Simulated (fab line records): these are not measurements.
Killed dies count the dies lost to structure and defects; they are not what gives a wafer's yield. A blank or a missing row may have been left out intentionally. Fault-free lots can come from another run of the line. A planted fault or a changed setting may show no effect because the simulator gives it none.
fab line records	flow n5-finfet
record: lots: 7	wafers: 19	last-day: 17
route steps=1938 shown BEOL_M0_SAQP@651 BEOL_M4@1111
lots that met no fault: from a run of the same line without faults
start-h: hours from the record's opening day to when the first of the lot's shown wafers began	wait-h: hours since the lot's step before	" the same as in the row above	L1.1+2: a row that stands for several wafers	- no value, or no start was given	* or withheld: withheld	< > ~ a bound
route shown NAME@n: a module of which the file shows steps, and the number in the route of the first	usual: mean/standard deviation taken from wafers without a fault	same: alike in all rows	chamber/n: place in a boat	sites: per-site readings	_std_site: their standard deviation	_edge_site: inner sites' mean taken away from outer sites' mean	radius-mm: for every site, how far away it sits from the centre of the wafer	mask NAME#n: copy n	behind: the tool/chamber that last shaped the wafer	hold: cause of the lot's hold/its duration in hours/its outcome	device: names the non-switching transistor (n, p or np)	end of line: the same wafers' tests at the end of the route	for a step that has no rows: nothing shown but its recipe	killed: the dies lost at the first sort to structure and to defects; this is not the yield of the wafer	map: a wafer's dies, x killed, . not, _ none there
set.NAME: the setting as run; set.NAME@STEP: as run at that earlier step	model.NAME: the simulator's own value behind a step, which no gauge read
a table for each step, a row for each wafer; lots at some steps of the route
services: the hour from which a tool's chamber was out of use, counted from the record's first day as start-h (under 0 if before that day), plus the number of hours and why
== steps ==
step: N5_BEOL_M0_SAQP_INSPECT_16
recipe: mode: adi	inspect-instrument: brightfield
usual: raw-defect-count: 510/120
lot.wafer	tool	chamber	start-h	wait-h	raw-defect-count
L653.1	defect-inspect-01	-	113.89	0.0	592
L653.3	"	-	"	"	525
L653.4	"	-	"	"	394
L655.2	defect-inspect-02	-	117.93	0.0	587
L655.4	"	-	"	"	610
L655.6	"	-	"	"	522
L657.2	defect-inspect-02	-	133.23	0.0	383
L657.3	"	-	"	"	541
L657.4	"	-	"	"	474
L661.1	defect-inspect-02	-	154.62	0.0	880
L661.5	"	-	"	"	657
L662.1	defect-inspect-01	-	157.51	0.0	388
L662.3	"	-	"	"	668
L667.1	defect-inspect-02	-	213.37	0.0	692
L667.3	"	-	"	"	393
L667.4	"	-	"	"	520
L671.1	defect-inspect-01	-	219.96	0.0	468
L671.2	"	-	"	"	536
L671.3	"	-	"	"	737
step: N5_BEOL_M0_SAQP_DESCUM_19
recipe: chemistry: O2	time-s: 7.9	source-power-w: 50	bias-power-w: 20	pressure-mtorr: 20	rf-frequency-hz: 2.712e+07	temp-c: 40	resist: CAR-ArF	o2-flow-sccm: 225
usual: drypump-motor-current-A: 5.7/0.41	o2-flow-sccm: 225.1/0.75	oes-product-au: 0.76/0.086	rf-vpp-V: 242.4/1.5	showerhead-plenum-p-Torr: 2.05/0.071	throttle-valve-pct: 20.26/0.24
lot.wafer	tool	chamber	start-h	wait-h	drypump-motor-current-A	o2-flow-sccm	oes-product-au	rf-hours-counter-h	rf-vpp-V	showerhead-plenum-p-Torr	throttle-valve-pct
L653.1	rie-diel-01	2	113.92	0.0	5.2	225.4	0.79	111	240.9	2.03	20.31
L653.3	"	0	"	"	5.0	226.3	0.69	240	241.8	2.07	20.52
L653.4	"	1	"	"	5.8	225.1	0.88	53	242.8	2.04	20.07
L655.2	rie-diel-04	1	118.14	0.2	5.7	225.1	0.78	125	239.9	1.93	20.24
L655.4	"	0	"	"	5.8	224.7	0.70	223	242.0	2.06	20.59
L655.6	"	2	"	"	6.2	224.8	0.92	-	243.5	2.13	19.92
L657.2	rie-diel-04	3	133.27	0.0	5.2	223.9	0.70	192	240.5	1.99	20.25
L657.3	"	2	"	"	6.2	226.2	0.92	35	244.4	2.13	19.91
L657.4	"	0	"	"	5.8	225.5	0.69	228	242.6	2.06	20.60
L661.1	rie-diel-03	1	154.65	0.0	6.3	225.6	0.68	234	243.3	2.15	20.77
L661.5	"	3	"	"	5.7	226.0	0.68	-	242.4	2.07	20.55
L662.1	rie-diel-01	3	157.65	0.1	5.6	225.5	0.76	145	242.3	2.18	20.17
L662.3	"	2	"	"	5.2	224.8	0.78	126	241.0	2.02	20.33
L667.1	rie-diel-04	3	213.40	0.0	5.2	224.1	0.68	212	240.9	1.98	20.28
L667.3	"	2	"	"	6.2	225.2	0.87	56	244.2	2.12	19.94
L667.4	"	1	"	"	5.7	224.9	0.76	148	240.4	1.93	20.24
L671.1	rie-diel-03	3	220.53	0.6	5.7	224.6	0.67	249	244.2	2.06	20.56
L671.2	"	0	"	"	6.0	225.4	0.67	250	242.8	2.04	20.10
L671.3	"	2	"	"	5.0	224.2	0.93	16	243.3	2.12	19.97
step: N5_BEOL_M0_SAQP_ETCH_83
recipe: chemistry: CF4	target: SiARC	target-depth-a: 390	mask-material: CAR-ArF	time-s: 65	ion-energy-ev: 80	pressure-mtorr: 40	source-w: 545	bias-w: 36	Ar_flow_sccm: 100	cf4-flow-sccm: 100	ends: cleared
usual: drypump-motor-current-A: 5.7/0.41	etch-rf-on-time-s: 64.6/1	oes-product-au: 0.65/0.07	rf-vpp-V: 183.7/1.2	showerhead-plenum-p-Torr: 2.10/0.074	throttle-valve-pct: 15.51/0.26
lot.wafer	tool	chamber	start-h	wait-h	drypump-motor-current-A	etch-rf-on-time-s	oes-product-au	rf-hours-counter-h	rf-vpp-V	showerhead-plenum-p-Torr	throttle-valve-pct
L653.1	rie-diel-01	2	113.96	0.0	5.2	65.4	0.69	111	183.6	2.08	15.51
L653.3	"	0	"	"	4.9	64.8	0.60	240	184.2	2.11	15.69
L653.4	"	1	"	"	5.8	63.1	0.76	53	182.9	2.10	15.30
L655.2	rie-diel-04	1	118.18	0.0	5.7	63.8	0.67	125	183.4	1.98	15.34
L655.4	"	0	"	"	5.8	63.9	0.61	223	184.4	2.11	15.86
L655.6	"	2	"	"	6.2	65.6	0.77	-	184.7	2.19	15.10
L657.2	rie-diel-04	3	133.30	0.0	5.2	63.5	0.61	192	184.9	2.05	15.53
L657.3	"	2	"	"	6.2	65.6	0.77	35	184.3	2.19	15.11
L657.4	"	0	"	"	5.8	64.8	0.60	228	183.3	2.11	15.87
L661.1	rie-diel-03	1	154.69	0.0	6.4	65.0	0.60	234	184.3	2.20	16.01
L661.5	"	3	"	"	5.7	65.8	0.58	-	183.3	2.13	15.83
L662.1	rie-diel-01	3	157.68	0.0	5.6	66.8	0.65	145	185.3	2.24	15.50
L662.3	"	2	"	"	5.2	65.8	0.67	126	183.3	2.07	15.54
L667.1	rie-diel-04	3	213.44	0.0	5.2	63.8	0.59	212	181.9	2.04	15.56
L667.3	"	2	"	"	6.2	65.2	0.74	56	185.5	2.18	15.17
L667.4	"	1	"	"	5.7	64.4	0.64	148	182.0	1.97	15.38
L671.1	rie-diel-03	3	220.57	0.0	5.7	64.7	0.58	249	184.8	2.12	15.90
L671.2	"	0	"	"	6.0	64.1	0.58	250	183.9	2.10	15.50
L671.3	"	2	"	"	5.0	62.7	0.80	16	185.8	2.18	15.26
step: N5_BEOL_M0_SAQP_ETCH_84
recipe: chemistry: N2/H2	target: SOC	target-depth-a: 1000	overetch-a: 200	mask-material: SiARC	temp-c: 40	time-s: 150	ion-energy-ev: 200	pressure-mtorr: 30	source-w: 840	bias-w: 150	n2-flow-sccm: 200	h2-flow-sccm: 200
step: N5_BEOL_M0_SAQP_STRIP_80
recipe: chemistry: N2/H2	temp-c: 40	n2-flow-sccm: 200	h2-flow-sccm: 200	rf-frequency-hz: 6e+07
step: N5_BEOL_M0_SAQP_HM_OPEN_112
recipe: chemistry: CHF3/O2	target: SiO2	stop-on: a-Si	target-depth-a: 120	over-etch-frac: 1.25	mask-material: SOC	time-s: 13.5	pressure-mtorr: 30	source-w: 650	bias-w: 170	Ar_flow_sccm: 200	CHF3_flow_sccm: 50	O2_flow_sccm: 5	ion-energy-ev: 200	ends: end-point
step: N5_BEOL_M0_SAQP_STRIP_113
recipe: chemistry: CHF3/O2	resist: SiARC	rf-frequency-hz: 6e+07
step: N5_BEOL_M0_SAQP_MANDREL_ETCH_20
recipe: target-depth-a: 600	chemistry: HBr/Cl2	target: a-Si	stop-on: SiNx	bt-time-s: 10	mask-material: SOC	over-etch-frac: 0.5	time-s: 30	pressure-mtorr: 10	icp-w: 800	bias-w: 75	HBr_flow_sccm: 150	Cl2_flow_sccm: 80	ends: end-point
usual: drypump-motor-current-A: 5.7/0.42	oes-product-au: 0.780/0.013	throttle-valve-pct: 35.5/0.35
lot.wafer	tool	chamber	start-h	wait-h	drypump-motor-current-A	oes-product-au	rf-hours-counter-h	throttle-valve-pct
L653.1	rie-si-02	1	114.20	0.0	5.7	0.796	39	35.0
L653.3	"	0	"	"	5.7	0.771	141	35.4
L653.4	"	2	"	"	5.4	0.783	178	35.3
L655.2	rie-si-02	3	118.42	0.0	5.5	0.752	178	35.3
L655.4	"	2	"	"	5.4	0.776	178	35.3
L655.6	"	3	"	"	5.5	0.756	-	35.3
L657.2	rie-si-05	2	133.54	0.0	5.4	0.786	51	35.3
L657.3	"	3	"	"	6.5	0.788	29	36.3
L657.4	"	0	"	"	6.0	0.769	194	35.5
L661.1	rie-si-02	3	154.93	0.0	5.5	0.765	179	35.3
L661.5	"	0	"	"	5.7	0.773	-	35.4
L662.1	rie-si-05	3	157.92	0.0	6.6	0.785	30	36.2
L662.3	"	2	"	"	5.3	0.786	52	35.3
L667.1	rie-si-06	2	213.68	0.0	5.3	0.814	106	35.5
L667.3	"	3	"	"	5.9	0.772	164	35.5
L667.4	"	1	"	"	5.0	0.771	3	35.5
L671.1	rie-si-05	0	220.81	0.0	6.0	0.782	1	35.8
L671.2	"	2	"	"	5.4	0.770	53	35.3
L671.3	"	3	"	"	6.6	0.789	31	36.2
step: N5_BEOL_M0_SAQP_STRIP_86
recipe: chemistry: N2/H2	power-w: 500	temp-c: 40	pressure-mtorr: 50	rf-frequency-hz: 6e+07	overash-fraction: 0.3	bias-power-w: 28	h2-frac: 0.5	n2-flow-sccm: 300	h2-flow-sccm: 300
usual: drypump-motor-current-A: 5.6/0.41	n2-flow-sccm: 300.1/0.88	oes-product-au: 0.77/0.085	rf-vpp-V: 121.6/1.5	showerhead-plenum-p-Torr: 3.32/0.11	throttle-valve-pct: 18.8/0.34
lot.wafer	tool	chamber	start-h	wait-h	drypump-motor-current-A	n2-flow-sccm	oes-product-au	rf-hours-counter-h	rf-vpp-V	showerhead-plenum-p-Torr	throttle-valve-pct
L653.1	rie-diel-01	2	114.31	0.1	5.2	300.3	0.79	111	119.2	3.24	18.8
L653.3	"	0	"	"	5.0	298.6	0.68	240	121.2	3.33	19.2
L653.4	"	3	"	"	5.6	301.5	0.78	129	123.3	3.52	19.0
L655.2	rie-diel-01	0	118.77	0.3	5.0	299.7	0.68	242	120.3	3.33	19.2
L655.4	"	3	"	"	5.6	299.0	0.79	130	122.7	3.52	19.0
L655.6	"	1	"	"	5.8	299.5	0.88	-	121.7	3.29	18.7
L657.2	rie-diel-04	1	133.64	0.1	5.7	299.3	0.77	130	120.0	3.10	18.5
L657.3	"	2	"	"	6.3	298.8	0.91	35	123.5	3.41	18.4
L657.4	"	3	"	"	5.2	299.3	0.71	192	121.6	3.21	18.5
L661.1	rie-diel-01	3	155.07	0.1	5.6	301.4	0.77	143	123.2	3.51	19.0
L661.5	"	1	"	"	5.8	300.9	0.85	-	120.9	3.29	18.7
L662.1	rie-diel-01	2	158.45	0.5	5.2	299.4	0.78	127	121.5	3.23	18.8
L662.3	"	1	"	"	5.8	299.4	0.85	70	123.2	3.29	18.7
L667.1	rie-diel-01	0	213.83	0.1	5.0	301.7	0.92	15	122.4	3.31	18.7
L667.3	"	1	"	"	5.8	300.3	0.84	83	122.5	3.28	18.7
L667.4	"	2	"	"	5.2	299.4	0.76	142	121.8	3.22	18.8
L671.1	rie-diel-03	2	221.05	0.2	5.1	300.8	0.93	16	123.4	3.44	18.4
L671.2	"	3	"	"	5.7	301.8	0.67	249	120.9	3.33	19.3
L671.3	"	0	"	"	6.0	300.5	0.67	251	124.2	3.29	18.5
step: N5_BEOL_M0_SAQP_STRIP_115
recipe: chemistry: post-etch-residue-remover	time-s: 60	temp-c: 25	remover-ph: withheld	remover-water-wt-pct: withheld	remover-fluoride-wt-pct: withheld
step: N5_BEOL_M0_SAQP_SRD_93
recipe: dry: ipa-marangoni	time-s: 30	temp-c: 23	rinse-liquid: diw
step: N5_BEOL_M0_SAQP_RECESS_114
recipe: chemistry: HF/NH3	target: SiO2	target-depth-a: 144	afs-cycles: 3	temp-c: 30	sublimation-temp-c: 180	sublimation-time-s: 60
usual: drypump-motor-current-A: 5.5/0.3	foreline-p-Torr: 0.1280/0.00037
lot.wafer	tool	chamber	start-h	wait-h	drypump-motor-current-A	foreline-p-Torr
L653.1	vapor-etch-01	0	114.44	0.0	5.4	0.1278
L653.3	"	0	"	"	5.4	0.1282
L653.4	"	1	"	"	5.4	0.1280
L655.2	vapor-etch-02	1	118.90	0.0	6.2	0.1282
L655.4	"	1	"	"	6.2	0.1283
L655.6	"	1	"	"	6.2	0.1274
L657.2	vapor-etch-02	0	133.77	0.0	5.3	0.1281
L657.3	"	1	"	"	6.2	0.1286
L657.4	"	0	"	"	5.3	0.1280
L661.1	vapor-etch-01	0	155.20	0.0	5.4	0.1286
L661.5	"	1	"	"	5.4	0.1278
L662.1	vapor-etch-01	1	158.58	0.0	5.4	0.1278
L662.3	"	0	"	"	5.4	0.1281
L667.1	vapor-etch-01	0	213.96	0.0	5.4	0.1282
L667.3	"	0	"	"	5.4	0.1284
L667.4	"	1	"	"	5.4	0.1277
L671.1	vapor-etch-01	1	221.18	0.0	5.4	0.1277
L671.2	"	0	"	"	5.4	0.1280
L671.3	"	1	"	"	5.4	0.1284
step: N5_BEOL_M0_SAQP_SPACER1_ALD_98
recipe: material: SiO2	target-thk-a: 128	temp-c: 300	ald-precursor-family: BDEAS	ald-co-reactant: O2-plasma	pulse-time-s: 1	purge-time-s: 2	co-reactant-purge-time-s: 2	ald-cycles: 138	pressure-torr: 2
usual: ald-cycles: 138/0	heater-power-w: 448/60	precursor-pulse-height-rel: 0.997/0.02
same: pulse-time-s: 1
lot.wafer	tool	chamber	start-h	wait-h	ald-cycles	heater-power-w	precursor-pulse-height-rel	model.SiO2_of_BEOL_M0_SAQP_SPACER1_ALD_98.thk-nm
L653.1	ald-sin-02	0	114.82	0.3	138	496	1.049	12.8
L653.3	"	2	"	"	138	469	1.006	12.8
L653.4	"	3	"	"	138	489	1.002	12.8
L655.2	ald-sin-03	1	119.29	0.3	138	431	0.971	12.8
L655.4	"	2	"	"	138	300	0.974	12.8
L655.6	"	0	"	"	138	464	1.025	12.8
L657.2	ald-sin-03	2	134.16	0.3	138	308	0.979	12.8
L657.3	"	3	"	"	131	401	1.003	12
L657.4	"	1	"	"	138	443	1.006	12.8
L661.1	ald-sin-03	3	155.58	0.3	138	402	0.961	12.8
L661.5	"	3	"	"	131	398	0.999	12.2
L662.1	ald-sin-03	3	158.96	0.3	138	403	1.027	12.8
L662.3	"	1	"	"	131	444	0.986	12.2
L667.1	ald-sin-02	3	214.66	0.5	138	483	0.987	13
L667.3	"	0	"	"	138	509	0.978	12.8
L667.4	"	1	"	"	138	387	0.979	12.8
L671.1	ald-sin-02	0	221.58	0.3	138	490	1.004	12.8
L671.2	"	2	"	"	138	473	1.004	12.8
L671.3	"	1	"	"	138	380	1.016	12.8
step: N5_BEOL_M0_SAQP_SPACER1_ETCHBACK_99
recipe: chemistry: CHF3/O2	mode: anisotropic-etchback	target: SiO2	target-depth-a: 154	time-s: 7.7	pressure-mtorr: 30	source-w: 650	bias-w: 170	Ar_flow_sccm: 200	CHF3_flow_sccm: 50	O2_flow_sccm: 5	ion-energy-ev: 200
step: N5_BEOL_M0_SAQP_MANDREL1_REMOVE_100
recipe: chemistry: HBr/Cl2/O2	bt-time-s: 10	target: a-Si	stop-on: SiNx	endpoint: OES-SiCl	over-etch-frac: 0.85	icp-w: 600	bias-w: 30	HBr_flow_sccm: 150	Cl2_flow_sccm: 80	O2_flow_sccm: 5	pressure-mtorr: 10
usual: drypump-motor-current-A: 5.6/0.31	oes-product-au: 1.005/0.019	throttle-valve-pct: 36.64/0.28
lot.wafer	tool	chamber	start-h	wait-h	drypump-motor-current-A	oes-product-au	rf-hours-counter-h	throttle-valve-pct	model.BEOL_M0_SAQP.cd-nm	model.SiO2_of_BEOL_M0_SAQP_SPACER1_ALD_98.thk-nm
L653.1	rie-si-06	2	115.39	0.1	5.3	1.053	104	36.81	13	7.4
L653.3	"	3	"	"	5.9	1.003	163	36.72	13	7.4
L653.4	"	0	"	"	5.6	0.984	3	36.32	12.8	7.4
L655.2	rie-si-02	3	119.89	0.1	5.5	0.987	178	36.59	12.8	7.4
L655.4	"	0	"	"	5.7	1.014	141	36.68	13	7.4
L655.6	"	1	"	"	5.7	1.036	-	36.22	12.8	7.4
L657.2	rie-si-06	2	134.72	0.1	5.3	1.036	105	36.82	12.8	7.4
L657.3	"	3	"	"	5.9	1.006	163	36.74	12.2	6.8
L657.4	"	0	"	"	5.6	0.979	3	36.33	12.6	7.4
L661.1	rie-si-02	2	156.15	0.1	5.4	1.004	179	36.57	13	7.4
L661.5	"	2	"	"	5.4	1.018	-	36.57	12.2	6.8
L662.1	rie-si-02	3	159.58	0.1	5.5	0.990	179	36.60	12.8	7.4
L662.3	"	1	"	"	5.7	1.034	40	36.21	12.2	6.8
L667.1	rie-si-02	0	215.31	0.1	5.7	0.997	142	36.67	13	7.6
L667.3	"	2	"	"	5.4	1.008	180	36.58	12.8	7.4
L667.4	"	1	"	"	5.7	1.016	40	36.22	12.8	7.4
L671.1	rie-si-02	3	222.14	0.1	5.5	0.984	180	36.57	12.6	7.4
L671.2	"	0	"	"	5.8	1.022	143	36.69	12.8	7.4
L671.3	"	2	"	"	5.4	1.011	180	36.58	12.6	7.4
step: N5_BEOL_M0_SAQP_CD_MEAS_25
recipe: target-cd-nm: 13.1	landing-energy-ev: 1000	detector: se-inlens
usual: cd-nm: 12.81/0.23
lot.wafer	tool	chamber	start-h	wait-h	cd-nm
L653.1	cd-sem-03	0	115.50	0.1	12.65
L653.3	"	0	"	"	13.12
L653.4	"	0	"	"	13.28
L655.2	cd-sem-02	0	120.00	0.1	12.96
L655.4	"	0	"	"	12.92
L655.6	"	0	"	"	12.47
L657.2	cd-sem-01	0	134.83	0.1	12.65
L657.3	"	0	"	"	12.05
L657.4	"	0	"	"	12.75
L661.1	cd-sem-03	0	156.25	0.1	13.17
L661.5	"	0	"	"	12.35
L662.1	cd-sem-02	0	159.69	0.1	12.76
L662.3	"	0	"	"	12.82
L667.1	cd-sem-01	0	215.42	0.1	13.12
L667.3	"	0	"	"	12.78
L667.4	"	0	"	"	12.64
L671.1	cd-sem-01	0	222.25	0.1	12.81
L671.2	"	0	"	"	12.71
L671.3	"	0	"	"	12.52
step: N5_BEOL_M4_RC_MEAS_101
usual: DIBL_N: 36.5/1.4	DIBL_P: 36.6/1.9	IOFF_N: 0.167/0.029	IOFF_P: 0.21/0.033	ION_N: 674/12	ION_P: 460/8.9	SS_N: 71.6/0.57	SS_P: 73.4/0.61	VT_N: 249/3.3	VT_P: -250/3.3
lot.wafer	tool	chamber	start-h	wait-h	DIBL_N[mV/V]	DIBL_P[mV/V]	IOFF_N[nA/um]	IOFF_P[nA/um]	ION_N[uA/um]	ION_P[uA/um]	SS_N[mV/dec]	SS_P[mV/dec]	VT_N[mV]	VT_P[mV]
L653.1	prober-01	0	178.00	0.0	35.2	33.8	0.144	0.21	669	465	71.0	72.8	249	-252
L653.3	"	0	"	"	35.0	33.6	0.147	0.21	681	467	70.3	72.9	252	-247
L653.4	"	0	"	"	36.0	33.8	0.158	0.21	675	468	70.6	73.5	251	-248
L655.2	prober-02	0	178.52	0.2	37.4	37.6	0.212	0.22	686	465	71.4	73.6	242	-249
L655.4	"	0	"	"	39.0	39.3	0.233	0.27	683	462	72.7	74.2	242	-247
L655.6	"	0	"	"	35.4	35.3	0.149	0.19	661	456	71.3	73.7	250	-251
L657.2	prober-02	0	195.42	0.2	35.0	33.0	0.131	0.19	672	462	71.1	72.6	252	-250
L657.3	"	0	"	"	36.2	33.4	0.149	0.20	666	459	71.5	72.4	252	-249
L657.4	"	0	"	"	37.0	34.7	0.172	0.22	667	463	71.5	72.8	244	-248
L661.1	prober-02	0	210.20	0.0	37.9	38.3	0.204	0.24	688	470	72.7	73.8	243	-248
L661.5	"	0	"	"	35.3	35.6	0.145	0.19	667	459	71.3	73.5	251	-251
L662.1	prober-01	0	214.73	0.0	39.4	39.9	0.250	0.27	695	468	72.0	74.6	238	-248
L662.3	"	0	"	"	36.2	35.6	0.155	0.18	681	457	72.0	73.7	247	-252
L667.1	prober-02	0	263.65	0.0	38.4	38.3	0.193	0.25	676	462	71.1	73.3	249	-247
L667.3	"	0	"	"	35.9	36.9	0.154	0.23	678	474	72.1	72.9	250	-247
L667.4	"	0	"	"	35.9	36.2	0.146	0.22	668	462	71.3	72.9	250	-247
L671.1	prober-01	0	289.23	0.0	36.2	35.8	0.151	0.19	667	455	72.2	73.4	252	-252
L671.2	"	0	"	"	38.6	39.5	0.195	0.25	667	460	72.0	74.2	248	-249
L671.3	"	0	"	"	38.4	38.6	0.184	0.23	688	466	71.4	73.7	249	-250
== services ==
tool	chamber	start-h	hours	kind
rie-diel-04	0	90.90	7.5	repair
rie-si-02	3	92.27	2.7	repair
ald-sin-02	-	101.48	2.8	pm
vapor-etch-01	1	128.25	3.4	repair
rie-diel-04	1	136.39	8.7	repair
rie-diel-03	2	142.38	-	clean
rie-diel-03	2	142.38	-	consumable-replace:focus-ring
rie-diel-03	2	142.38	20.4	scheduled-down
rie-diel-03	2	142.38	20.4	vent-cycle
rie-diel-01	0	144.02	-	clean
rie-diel-01	0	144.02	-	consumable-replace:focus-ring
rie-diel-01	0	144.02	16.1	scheduled-down
rie-diel-01	0	144.02	16.1	vent-cycle
rie-si-05	3	179.11	1.7	repair
rie-diel-01	1	186.61	6.5	repair
ald-sin-03	3	187.19	13.1	repair
vapor-etch-02	-	189.89	14.6	pm
rie-diel-04	3	198.65	1.7	repair
vapor-etch-01	-	200.94	0.6	repair
rie-si-05	1	213.17	7.1	repair
rie-diel-03	1	213.86	-	clean
rie-diel-03	1	213.86	-	consumable-replace:focus-ring
vapor-etch-02	-	216.99	22.9	repair
rie-diel-01	1	218.33	2.2	repair
== key ==
first-sign: step: N5_BEOL_M0_SAQP_SPACER1_ALD_98	reading: ald-cycles	direction: down	sigmas: 99+	usual: *	struck: *
effect none on later readings
model-effect: step: N5_BEOL_M0_SAQP_SPACER1_ALD_98	value: SiO2_of_BEOL_M0_SAQP_SPACER1_ALD_98.thk-nm	without: 12.8	struck: 12.13
model-effect: step: N5_BEOL_M0_SAQP_MANDREL1_REMOVE_100	value: BEOL_M0_SAQP.cd-nm	without: 12.87	struck: 12.2
met-at N5_BEOL_M0_SAQP_SPACER1_ALD_98
struck-wafers L657.3,L661.5,L662.3
onset-between 119.29 134.16
fault: kind: process-parameter-drift	tool: ald-sin-03	chamber: -	onset-h: 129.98	steps: N5_BEOL_M0_SAQP_SPACER1_ALD_98	channel: ald-cycles	offset: *	shape: step	end-h: 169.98	scope: struck-wafers-only	acts-in: *	stated: *
